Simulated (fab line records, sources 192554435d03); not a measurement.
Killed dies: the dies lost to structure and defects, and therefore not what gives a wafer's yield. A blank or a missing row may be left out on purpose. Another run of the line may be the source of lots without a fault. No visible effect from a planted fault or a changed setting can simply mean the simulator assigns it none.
fab line records -- flow n5_finfet
[record] lots = 9, wafers = 26, last_day = 19
route steps=1938 shown STI_FIN_REVEAL@188 DUMMY_GATE@214 SDB@375 BEOL_M4@1111 PASSIVATION@1936
lots with no fault: from the same line, run without faults
start_h: start of the lot's first displayed wafer, in hours after the record's first day -- wait_h: hours elapsed since this lot's preceding step -- " identical to the entry in the row above -- L1.1+2: a single row standing in for several wafers -- - no value, or no start was given -- * or withheld: withheld -- < > ~ a bound
route shown NAME@n: NAME is a module with steps in the file, n the number in the route of the first one -- usual: average and standard deviation across the fault-free wafers -- same: alike in all rows -- chamber/n: place in a boat -- sites: the reading at each site -- _std_site: the values' standard deviation -- _edge_site: the outer-site mean with the inner-site mean subtracted -- radius_mm: how far each site lies from the wafer's centre -- mask NAME#n: copy n -- behind: the tool/chamber that last shaped the wafer -- hold: why the lot was held/for how many hours/how that ended -- device: names the non-switching transistor (n, p or np) -- end of line: the tests these same wafers got at the end of their route -- step lacking rows: just its recipe -- killed: dies lost to structure and defects at the first sort, not the wafer's yield -- map: dies across one wafer; x = killed, . = not, _ = none there
set.NAME: the setting as run; set.NAME@STEP: as run at that earlier step -- model.NAME: the simulator's own value behind a step, which no gauge read
the route's steps for a sample of lots (tables are steps, rows are wafers)
services: from which hour (start_h, from the record's first day; less than 0 if before it) a tool's chamber was out of use, for how many hours, and why
[[steps]]
[step N5_STI_FIN_REVEAL_THK_MEAS_05]
[usual] thk_nm = 131.6/1.2
lot.wafer,tool,chamber,start_h,wait_h,thk_nm
L905.1,film_metro-01,-,46.81,-,131.4
L905.2,film_metro-01,-,46.81,-,130.6
L905.6,film_metro-01,-,46.81,-,132.7
L906.2,film_metro-02,-,58.04,-,131.0
L906.6,film_metro-02,-,58.04,-,129.5
L910.1,film_metro-01,-,75.84,-,133.2
L910.2,film_metro-01,-,75.84,-,129.8
L910.5,film_metro-01,-,75.84,-,131.7
L911.1,film_metro-02,-,83.76,-,129.3
L911.2,film_metro-02,-,83.76,-,132.1
L911.6,film_metro-02,-,83.76,-,130.9
L916.2,film_metro-01,-,114.05,-,132.4
L916.5,film_metro-01,-,114.05,-,134.9
L916.6,film_metro-01,-,114.05,-,132.7
L918.1,film_metro-02,-,122.56,-,131.5
L918.3,film_metro-02,-,122.56,-,131.9
L918.6,film_metro-02,-,122.56,-,131.9
L924.1,film_metro-01,-,159.15,-,131.5
L924.4,film_metro-01,-,159.15,-,130.5
L924.6,film_metro-01,-,159.15,-,131.3
L925.1,film_metro-01,-,164.50,-,132.3
L925.3,film_metro-01,-,164.50,-,130.8
L925.4,film_metro-01,-,164.50,-,131.1
L926.1,film_metro-02,-,171.52,-,131.4
L926.3,film_metro-02,-,171.52,-,131.3
L926.6,film_metro-02,-,171.52,-,131.8
[step N5_STI_FIN_REVEAL_INSPECT_13]
[recipe] inspect_instrument = darkfield, mode = post_clean
[usual] raw_defect_count = 13/5.4
lot.wafer,tool,chamber,start_h,wait_h,raw_defect_count
L905.1,defect_inspect-01,-,50.37,0.0,14
L905.2,defect_inspect-01,-,50.37,0.0,15
L905.6,defect_inspect-01,-,50.37,0.0,10
L906.2,defect_inspect-01,-,61.43,0.0,13
L906.6,defect_inspect-01,-,61.43,0.0,7
L910.1,defect_inspect-01,-,79.12,0.0,9
L910.2,defect_inspect-01,-,79.12,0.0,7
L910.5,defect_inspect-01,-,79.12,0.0,13
L911.1,defect_inspect-01,-,87.27,0.0,11
L911.2,defect_inspect-01,-,87.27,0.0,19
L911.6,defect_inspect-01,-,87.27,0.0,14
L916.2,defect_inspect-01,-,117.35,0.0,7
L916.5,defect_inspect-01,-,117.35,0.0,20
L916.6,defect_inspect-01,-,117.35,0.0,13
L918.1,defect_inspect-01,-,126.07,0.0,16
L918.3,defect_inspect-01,-,126.07,0.0,9
L918.6,defect_inspect-01,-,126.07,0.0,18
L924.1,defect_inspect-01,-,162.61,0.0,15
L924.4,defect_inspect-01,-,162.61,0.0,12
L924.6,defect_inspect-01,-,162.61,0.0,12
L925.1,defect_inspect-01,-,167.99,0.0,11
L925.3,defect_inspect-01,-,167.99,0.0,17
L925.4,defect_inspect-01,-,167.99,0.0,7
L926.1,defect_inspect-02,-,174.79,0.0,10
L926.3,defect_inspect-02,-,174.79,0.0,11
L926.6,defect_inspect-02,-,174.79,0.0,15
[step N5_DUMMY_GATE_ALD_02]
[recipe] material = SiO2, target_thk_a = 20, temp_c = 300, ald_precursor_family = BDEAS, ald_co_reactant = O2-plasma, pulse_time_s = 1, pressure_torr = 2
[usual] heater_power_w = 492/43, precursor_pulse_height_rel = 1.000/0.021
lot.wafer,tool,chamber,start_h,wait_h,heater_power_w,precursor_pulse_height_rel
L905.1,ald_sin-02,3,50.50,0.0,516,1.004
L905.2,ald_sin-02,2,50.50,0.0,538,1.008
L905.6,ald_sin-02,0,50.50,0.0,428,0.995
L906.2,ald_sin-02,2,61.53,0.0,530,0.991
L906.6,ald_sin-02,1,61.53,0.0,518,1.001
L910.1,ald_sin-02,1,79.32,0.1,540,0.997
L910.2,ald_sin-02,2,79.32,0.1,549,1.002
L910.5,ald_sin-02,1,79.32,0.1,526,0.988
L911.1,ald_sin-02,3,88.78,1.4,521,1.033
L911.2,ald_sin-02,1,88.78,1.4,531,0.997
L911.6,ald_sin-02,3,88.78,1.4,522,0.968
L916.2,ald_sin-04,1,117.44,0.0,442,0.947
L916.5,ald_sin-04,0,117.44,0.0,509,1.005
L916.6,ald_sin-04,3,117.44,0.0,447,0.994
L918.1,ald_sin-02,0,126.22,0.1,441,0.987
L918.3,ald_sin-02,1,126.22,0.1,527,1.002
L918.6,ald_sin-02,3,126.22,0.1,531,1.015
L924.1,ald_sin-02,1,162.70,0.0,525,0.987
L924.4,ald_sin-02,2,162.70,0.0,555,1.009
L924.6,ald_sin-02,3,162.70,0.0,532,0.985
L925.1,ald_sin-02,0,168.08,0.0,440,1.002
L925.3,ald_sin-02,1,168.08,0.0,535,1.000
L925.4,ald_sin-02,3,168.08,0.0,521,0.996
L926.1,ald_sin-02,0,174.89,0.0,443,1.011
L926.3,ald_sin-02,3,174.89,0.0,519,0.952
L926.6,ald_sin-02,3,174.89,0.0,517,1.009
[step N5_DUMMY_GATE_CVD_03]
[recipe] material = a-Si, target_thk_a = 1500, temp_c = 530, precursor = SiH4, time_s = 8042
[usual] spike_tc_bottom_C = 553/3.7, spike_tc_centre_C = 529.7/0.62, spike_tc_lower_C = 530.0/1.2, zone_power_top_pct = 15.4/0.79
lot.wafer,tool,chamber,start_h,wait_h,spike_tc_bottom_C,spike_tc_centre_C,spike_tc_lower_C,zone_power_top_pct
L905.1,lpcvd-02,0/90,50.60,0.1,556,530.2,531.1,15.2
L905.2,lpcvd-02,0/95,50.60,0.1,556,530.2,531.1,15.2
L905.6,lpcvd-02,0/114,50.60,0.1,556,530.2,531.1,15.2
L906.2,lpcvd-01,0/70,61.63,0.1,549,528.8,530.9,16.4
L906.6,lpcvd-01,0/89,61.63,0.1,549,528.8,530.9,16.4
L910.1,lpcvd-01,1/40,79.43,0.1,551,530.1,530.6,14.4
L910.2,lpcvd-01,1/45,79.43,0.1,551,530.1,530.6,14.4
L910.5,lpcvd-01,1/59,79.43,0.1,551,530.1,530.6,14.4
L911.1,lpcvd-01,1/90,88.89,0.1,551,530.0,529.9,14.4
L911.2,lpcvd-01,1/95,88.89,0.1,551,530.0,529.9,14.4
L911.6,lpcvd-01,1/114,88.89,0.1,551,530.0,529.9,14.4
L916.2,lpcvd-01,0/95,117.55,0.1,548,529.3,530.2,16.4
L916.5,lpcvd-01,0/109,117.55,0.1,548,529.3,530.2,16.4
L916.6,lpcvd-01,0/114,117.55,0.1,548,529.3,530.2,16.4
L918.1,lpcvd-01,0/65,126.33,0.1,548,529.7,530.8,16.6
L918.3,lpcvd-01,0/75,126.33,0.1,548,529.7,530.8,16.6
L918.6,lpcvd-01,0/89,126.33,0.1,548,529.7,530.8,16.6
L924.1,lpcvd-01,1/40,162.81,0.1,550,530.1,530.9,14.5
L924.4,lpcvd-01,1/54,162.81,0.1,550,530.1,530.9,14.5
L924.6,lpcvd-01,1/64,162.81,0.1,550,530.1,530.9,14.5
L925.1,lpcvd-01,1/15,168.19,0.1,550,530.0,531.4,14.4
L925.3,lpcvd-01,1/25,168.19,0.1,550,530.0,531.4,14.4
L925.4,lpcvd-01,1/29,168.19,0.1,550,530.0,531.4,14.4
L926.1,lpcvd-01,1/15,174.99,0.1,550,530.2,530.9,14.5
L926.3,lpcvd-01,1/25,174.99,0.1,550,530.2,530.9,14.5
L926.6,lpcvd-01,1/39,174.99,0.1,550,530.2,530.9,14.5
[step N5_DUMMY_GATE_THK_MEAS_05]
[usual] thk_nm = 71.9/1.1
lot.wafer,tool,chamber,start_h,wait_h,thk_nm
L905.1,film_metro-02,-,54.58,0.1,69.2
L905.2,film_metro-02,-,54.58,0.1,71.1
L905.6,film_metro-02,-,54.58,0.1,73.1
L906.2,film_metro-02,-,65.61,0.1,73.1
L906.6,film_metro-02,-,65.61,0.1,71.2
L910.1,film_metro-01,-,83.42,0.1,71.6
L910.2,film_metro-01,-,83.42,0.1,72.2
L910.5,film_metro-01,-,83.42,0.1,71.9
L911.1,film_metro-01,-,92.88,0.1,71.1
L911.2,film_metro-01,-,92.88,0.1,71.3
L911.6,film_metro-01,-,92.88,0.1,70.9
L916.2,film_metro-02,-,121.52,0.1,53.0
L916.5,film_metro-02,-,121.52,0.1,52.8
L916.6,film_metro-02,-,121.52,0.1,54.2
L918.1,film_metro-01,-,130.30,0.2,52.5
L918.3,film_metro-01,-,130.30,0.2,51.2
L918.6,film_metro-01,-,130.30,0.2,52.6
L924.1,film_metro-02,-,166.79,0.2,72.3
L924.4,film_metro-02,-,166.79,0.2,71.5
L924.6,film_metro-02,-,166.79,0.2,71.5
L925.1,film_metro-01,-,172.17,0.1,71.4
L925.3,film_metro-01,-,172.17,0.1,71.0
L925.4,film_metro-01,-,172.17,0.1,69.7
L926.1,film_metro-02,-,178.98,0.2,72.6
L926.3,film_metro-02,-,178.98,0.2,72.7
L926.6,film_metro-02,-,178.98,0.2,71.4
[step N5_DUMMY_GATE_ETCH_44]
[recipe] chemistry = HBr/O2, over_etch_frac = 0.7, target_depth_a = 1275, stop_on = SiO2, ion_energy_ev = 60, bias_w = 20, target = poly-Si, mask_material = SiO2, pressure_mtorr = 20, icp_w = 400, HBr_flow_sccm = 120, O2_flow_sccm = 10
[usual] drypump_motor_current_A = 5.8/0.54, oes_product_au = 0.730/0.013, throttle_valve_pct = 18.49/0.18
lot.wafer,tool,chamber,start_h,wait_h,drypump_motor_current_A,oes_product_au,rf_hours_counter_h,throttle_valve_pct
L905.1,rie_si-05,0,59.78,0.0,6.7,0.734,114,18.41
L905.2,rie_si-05,3,59.78,0.0,5.5,0.721,115,18.22
L905.6,rie_si-05,2,59.78,0.0,5.3,0.742,-,18.66
L906.2,rie_si-05,3,70.82,0.0,5.5,0.730,115,18.23
L906.6,rie_si-05,1,70.82,0.0,5.6,0.737,-,18.31
L910.1,rie_si-06,3,88.60,0.0,6.3,0.720,161,18.71
L910.2,rie_si-06,2,88.60,0.0,5.7,0.732,98,18.30
L910.5,rie_si-06,3,88.60,0.0,6.3,0.729,-,18.68
L911.1,rie_si-03,3,98.48,0.0,6.2,0.742,38,18.65
L911.2,rie_si-03,2,98.48,0.0,5.6,0.713,9,18.24
L911.6,rie_si-03,1,98.48,0.0,6.4,0.724,-,18.48
L916.2,rie_si-06,3,126.74,0.0,6.3,0.632,162,18.69
L916.5,rie_si-06,1,126.74,0.0,6.0,0.634,-,18.46
L916.6,rie_si-06,0,126.74,0.0,5.0,0.651,-,18.63
L918.1,rie_si-06,1,135.53,0.0,6.0,0.624,145,18.46
L918.3,rie_si-06,3,135.53,0.0,6.3,0.618,162,18.69
L918.6,rie_si-06,0,135.53,0.0,5.0,0.652,-,18.62
L924.1,rie_si-03,1,172.11,0.0,6.4,0.734,2,18.48
L924.4,rie_si-03,0,172.11,0.0,5.1,0.711,51,18.73
L924.6,rie_si-03,1,172.11,0.0,6.4,0.720,-,18.47
L925.1,rie_si-05,2,177.36,0.0,5.2,0.734,139,18.66
L925.3,rie_si-05,1,177.36,0.0,5.6,0.736,129,18.31
L925.4,rie_si-05,3,177.36,0.0,5.5,0.714,117,18.24
L926.1,rie_si-03,0,184.27,0.0,5.0,0.720,52,18.71
L926.3,rie_si-03,3,184.27,0.0,6.3,0.747,40,18.68
L926.6,rie_si-03,1,184.27,0.0,6.4,0.720,-,18.49
[step N5_SDB_THK_MEAS_31]
[recipe] reads = a-Si_of_DUMMY_GATE_CVD_03
[usual] SDB_THK = 64.2/1.1
lot.wafer,tool,chamber,start_h,wait_h,SDB_THK[nm]
L905.1,film_metro-01,-,83.05,-,61.5
L905.2,film_metro-01,-,83.05,-,63.4
L905.6,film_metro-01,-,83.05,-,65.4
L906.2,film_metro-02,-,94.13,-,65.4
L906.6,film_metro-02,-,94.13,-,63.4
L910.1,film_metro-01,-,113.84,-,63.8
L910.2,film_metro-01,-,113.84,-,64.5
L910.5,film_metro-01,-,113.84,-,64.1
L911.1,film_metro-02,-,121.13,-,63.3
L911.2,film_metro-02,-,121.13,-,63.6
L911.6,film_metro-02,-,121.13,-,63.1
L916.2,film_metro-01,-,149.02,-,45.3
L916.5,film_metro-01,-,149.02,-,45.0
L916.6,film_metro-01,-,149.02,-,46.5
L918.1,film_metro-02,-,157.88,-,44.7
L918.3,film_metro-02,-,157.88,-,43.5
L918.6,film_metro-02,-,157.88,-,44.9
L924.1,film_metro-02,-,193.96,-,64.6
L924.4,film_metro-02,-,193.96,-,63.8
L924.6,film_metro-02,-,193.96,-,63.7
L925.1,film_metro-01,-,200.13,-,63.8
L925.3,film_metro-01,-,200.13,-,63.2
L925.4,film_metro-01,-,200.13,-,61.9
L926.1,film_metro-02,-,211.31,-,64.8
L926.3,film_metro-02,-,211.31,-,65.0
L926.6,film_metro-02,-,211.31,-,63.6
[step N5_BEOL_M4_RC_MEAS_101]
[usual] DIBL_N = 36.0/1.6, DIBL_P = 35.8/2, IOFF_N = 0.152/0.03, IOFF_P = 0.20/0.031, ION_N = 670/12, ION_P = 459/7.4, SS_N = 71.5/0.56, SS_P = 73.2/0.64, VT_N = 251/3.5, VT_P = -252/3.3
lot.wafer,tool,chamber,start_h,wait_h,DIBL_N[mV/V],DIBL_P[mV/V],IOFF_N[nA/um],IOFF_P[nA/um],ION_N[uA/um],ION_P[uA/um],SS_N[mV/dec],SS_P[mV/dec],VT_N[mV],VT_P[mV]
L905.1,prober-02,0,205.93,0.0,37.0,37.4,0.162,0.21,683,468,70.9,74.1,248,-250
L905.2,prober-02,0,205.93,0.0,35.3,34.5,0.136,0.17,675,464,71.0,72.6,249,-253
L905.6,prober-02,0,205.93,0.0,35.9,34.9,0.135,0.18,659,451,70.8,73.1,252,-255
L906.2,prober-01,0,214.81,0.2,36.7,37.3,0.176,0.21,670,452,71.8,73.2,251,-251
L906.6,prober-01,0,214.81,0.2,35.8,35.5,0.165,0.19,667,456,71.8,73.5,247,-254
L910.1,prober-01,0,241.38,0.0,33.4,30.6,0.099,0.15,645,449,70.3,71.7,256,-254
L910.2,prober-01,0,241.38,0.0,34.5,33.8,0.123,0.19,671,467,70.3,72.5,252,-251
L910.5,prober-01,0,241.38,0.0,36.9,35.4,0.152,0.20,662,460,72.2,73.3,249,-249
L911.1,prober-01,0,245.94,0.0,34.2,33.1,0.111,0.15,654,447,71.0,71.8,257,-257
L911.2,prober-01,0,245.94,0.0,35.1,34.1,0.124,0.15,647,441,71.6,72.7,255,-255
L911.6,prober-01,0,245.94,0.0,36.6,36.1,0.150,0.18,663,451,72.1,73.1,251,-256
L916.2,prober-02,0,262.26,0.2,37.8,39.2,0.176,0.22,676,456,71.8,73.7,249,-252
L916.5,prober-02,0,262.26,0.2,36.2,37.3,0.152,0.19,668,456,71.5,73.2,251,-254
L916.6,prober-02,0,262.26,0.2,37.5,38.8,0.176,0.21,679,458,72.1,73.5,249,-252
L918.1,prober-02,0,284.35,0.0,34.7,33.2,0.122,0.15,658,452,71.2,73.1,254,-257
L918.3,prober-02,0,284.35,0.0,39.0,38.9,0.210,0.24,690,472,72.5,73.9,246,-248
L918.6,prober-02,0,284.35,0.0,36.8,35.7,0.154,0.19,667,452,71.9,73.5,252,-252
L924.1,prober-02,0,315.94,0.0,35.4,35.1,0.126,0.16,651,441,71.2,72.9,253,-254
L924.4,prober-02,0,315.94,0.0,35.7,37.0,0.139,0.18,671,461,71.3,73.1,253,-252
L924.6,prober-02,0,315.94,0.0,38.8,40.0,0.190,0.23,671,449,72.2,74.8,247,-251
L925.1,prober-01,0,342.77,0.0,35.3,36.1,0.156,0.23,681,467,71.0,73.7,248,-249
L925.3,prober-01,0,342.77,0.0,35.7,36.1,0.171,0.22,677,468,71.2,74.0,249,-250
L925.4,prober-01,0,342.77,0.0,37.0,37.1,0.177,0.23,676,465,71.9,74.4,251,-250
L926.1,prober-02,0,347.34,0.0,34.3,34.4,0.129,0.17,655,454,70.4,72.7,250,-253
L926.3,prober-02,0,347.34,0.0,31.8,30.1,0.087,0.11,632,435,71.7,71.6,259,-261
L926.6,prober-02,0,347.34,0.0,33.2,32.1,0.113,0.14,658,449,71.2,72.2,255,-258
[step N5_PASSIVATION_PROBE_49]
[usual] defect_limited_yield = 91.6/1.4, killed_at_M0_to_M3 = 33/10, killed_at_M4_up = 13/5.3, killed_at_contacts = 13/5.9, killed_at_front_end = 36/12, killed_at_other = 4/3.1, killed_dies = 99/16, killed_on_rim = 13/4.2, killed_open = 65/13, killed_short = 32/7.3, sort_bin_5_function = 4.9/0.9, sort_bin_6_memory = 3.1/0.66, sort_bin_8_speed = 0.0/0.42, sort_n_pass = 1081/17, sort_yield_pct = 91.6/1.4
[same] gross_dies = 1180, killed_at_back_side = 0, sort_bin_4_leakage[%] = 0
lot.wafer,tool,chamber,start_h,wait_h,defect_limited_yield[%],killed_at_M0_to_M3,killed_at_M4_up,killed_at_contacts,killed_at_front_end,killed_at_other,killed_dies,killed_on_rim,killed_open,killed_short,sort_bin_5_function[%],sort_bin_6_memory[%],sort_bin_8_speed[%],sort_n_pass,sort_yield_pct[%]
L910.1,prober-01,-,341.40,0.0,91.7,31,13,9,42,3,98,14,64,33,5.5,2.4,0,1082,91.7
L910.2,prober-01,-,341.45,0.1,90.8,28,8,14,40,18,108,11,69,36,6.0,3.1,0,1072,90.8
L910.5,prober-01,-,341.60,0.2,91.1,32,17,19,36,1,105,14,74,30,5.5,3.2,0,1075,91.1
L911.6,prober-01,-,349.60,0.3,90.3,41,10,10,44,10,115,16,75,31,5.5,3.9,0,1065,90.3
L916.2,prober-02,-,365.97,0.1,85.3,37,20,12,102,2,173,75,83,24,6.4,2.6,0,1007,85.3
L916.5,prober-02,-,366.12,0.2,86.4,19,13,15,108,5,160,70,63,25,4.2,3.1,0,1020,86.4
L916.6,prober-02,-,366.17,0.3,86.1,28,15,16,104,1,164,54,77,31,6.2,3.1,0,1016,86.1
L918.1,prober-02,-,391.37,0.0,87.6,32,10,13,88,3,146,55,58,30,4.2,3.1,0,1034,87.6
L918.3,prober-02,-,391.47,0.1,85.8,27,9,8,115,9,168,81,37,37,4.2,1.8,0,1012,85.8
L918.6,prober-02,-,391.62,0.3,86.1,28,9,14,111,2,164,79,59,26,3.5,3.4,0,1016,86.1
// killed by level:class
L910.1 BEOL_M3:geometric_particle:open=15 STI_FIN_REVEAL:geometric_particle:open=13 FIN_SAQP:geometric_particle:open=10 FIN_SAQP:geometric_particle:short=8 GATE_CUT:geometric_particle:short=5 MOL_CONTACT_COAG:geometric_particle:open=5 MOL_CONTACT_COAG:geometric_particle:short=4 BEOL_M0_SAQP:geometric_particle:short=4
L910.2 FIN_SAQP:geometric_particle:open=16 MOL_CONTACT_COAG:geometric_particle:open=9 BEOL_M0_SAQP:geometric_particle:open=9 STI_FIN_REVEAL:geometric_particle:open=8 PASS1_CAP:geometric_particle:open=6 MIM_BOT:geometric_particle:short=5 PASS1_CAP:geometric_particle:short=5 FIN_SAQP:geometric_particle:short=4
L910.5 MOL_CONTACT_COAG:geometric_particle:open=14 FIN_SAQP:geometric_particle:open=10 BEOL_M0_SAQP:geometric_particle:open=6 STI_FIN_REVEAL:geometric_particle:open=5 GATE_CUT:geometric_particle:open=5 MOL_CONTACT_COAG:geometric_particle:short=5 BEOL_M1:geometric_particle:open=5 BEOL_M4:geometric_particle:open=5
L911.6 STI_FIN_REVEAL:geometric_particle:open=10 BEOL_M0_SAQP:geometric_particle:open=10 MOL_CONTACT_COAG:geometric_particle:open=9 BEOL_M0_SAQP:geometric_particle:short=8 BEOL_M2:geometric_particle:open=6 BEOL_M3:geometric_particle:open=6 GATE_CUT:geometric_particle:short=5 STARTING-WAFER:geometric_particle:open=5
L916.2 DUMMY_GATE:area_cvd=65 BEOL_M3:geometric_particle:open=14 MOL_CONTACT_COAG:geometric_particle:open=12 BEOL_M4:geometric_particle:open=10 BEOL_M0_SAQP:geometric_particle:open=9 GATE_CUT:geometric_particle:open=8 GATE_CUT:geometric_particle:short=7 DUMMY_GATE:geometric_particle:open=5
L916.5 DUMMY_GATE:area_cvd=70 MOL_CONTACT_COAG:geometric_particle:open=13 BEOL_M4:geometric_particle:open=9 FIN_SAQP:geometric_particle:short=8 FIN_SAQP:geometric_particle:open=7 DUMMY_GATE:geometric_particle:open=6 STI_FIN_REVEAL:geometric_particle:open=5 BEOL_M0:geometric_particle:open=5
L916.6 DUMMY_GATE:area_cvd=48 FIN_SAQP:geometric_particle:open=18 BEOL_M3:geometric_particle:open=14 FIN_SAQP:geometric_particle:short=11 DUMMY_GATE:geometric_particle:open=9 MOL_CONTACT_COAG:geometric_particle:open=9 STI_FIN_REVEAL:geometric_particle:open=7 BEOL_M3:geometric_particle:short=7
L918.1 DUMMY_GATE:area_cvd=53 MOL_CONTACT_COAG:geometric_particle:open=12 BEOL_M0_SAQP:geometric_particle:open=11 FIN_SAQP:geometric_particle:short=6 BEOL_M2:geometric_particle:open=6 BEOL_M0_SAQP:geometric_particle:short=5 BEOL_M3:geometric_particle:open=5 GATE_CUT:geometric_particle:short=4
L918.3 DUMMY_GATE:area_cvd=94 BEOL_M0_SAQP:geometric_particle:open=7 BEOL_M0_SAQP:geometric_particle:short=6 BEOL_M3:geometric_particle:open=5 FIN_SAQP:geometric_particle:open=4 MOL_CONTACT_COAG:geometric_particle:short=4 MOL_CONTACT_COAG:geometric_particle:open=4 BEOL_M5:geometric_particle:open=3
L918.6 DUMMY_GATE:area_cvd=79 MOL_CONTACT_COAG:geometric_particle:open=11 FIN_SAQP:geometric_particle:open=9 BEOL_M0_SAQP:geometric_particle:open=9 BEOL_M3:geometric_particle:open=8 STI_FIN_REVEAL:geometric_particle:open=7 BEOL_M0_SAQP:geometric_particle:short=6 BEOL_M5:geometric_particle:open=4
[[services]]
tool,chamber,start_h,hours,kind
lpcvd-02,-,31.09,0.7,repair
rie_si-05,-,34.78,14.6,pm
ald_sin-04,1,65.57,9.8,repair
lpcvd-01,-,72.61,1.5,repair
ald_sin-04,-,85.55,14.0,pm
ald_sin-04,0,85.55,14.0,vent_cycle
ald_sin-04,1,85.55,14.0,vent_cycle
ald_sin-04,2,85.55,14.0,vent_cycle
ald_sin-04,3,85.55,14.0,vent_cycle
rie_si-05,1,97.60,11.9,repair
ald_sin-04,0,99.55,-,clean
ald_sin-04,1,99.55,-,clean
ald_sin-04,2,99.55,-,clean
ald_sin-04,3,99.55,-,clean
ald_sin-02,-,106.72,1.6,repair
rie_si-05,2,116.98,2.2,repair
rie_si-05,-,124.04,0.4,repair
rie_si-06,-,137.66,14.6,pm
rie_si-03,-,150.98,2.8,pm
ald_sin-02,-,176.82,14.0,pm
ald_sin-02,0,176.82,14.0,vent_cycle
ald_sin-02,1,176.82,14.0,vent_cycle
ald_sin-02,2,176.82,14.0,vent_cycle
ald_sin-02,3,176.82,14.0,vent_cycle
[[key]]
[first_sign] step = N5_DUMMY_GATE_THK_MEAS_05, reading = thk_nm, direction = down, sigmas = 18, usual = *, struck = *
[effect] step = N5_DUMMY_GATE_ETCH_44, reading = oes_product_au, direction = down, sigmas = 7.4, usual = 0.730, struck = 0.635
[effect] step = N5_SDB_THK_MEAS_31, reading = SDB_THK, direction = down, sigmas = 18, usual = 64.2, struck = 45.0
[effect] step = N5_PASSIVATION_PROBE_49, reading = killed_at_front_end, direction = up, sigmas = 5.8, usual = 36, struck = 105
[more_kills_born_at] N5_DUMMY_GATE_CVD_03@lpcvd-01 = 409
met_at N5_DUMMY_GATE_CVD_03
struck_lots L916,L918
struck_wafers L916.2,L916.5,L916.6,L918.1,L918.3,L918.6
not_acting_at N5_STI_FIN_REVEAL_THK_MEAS_05,N5_STI_FIN_REVEAL_INSPECT_13,N5_DUMMY_GATE_ALD_02
onset_between 61.63 117.55
[fault] kind = site_profile_drift, tool = lpcvd-01, chamber = 0, onset_h = 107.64, steps = N5_DUMMY_GATE_CVD_03, basis = fraction, max_abs_drift = 0.29378, slope_share_per_hr = 65.285, site_pattern = 0,0,0,0,0,-1,-1,-1,-1
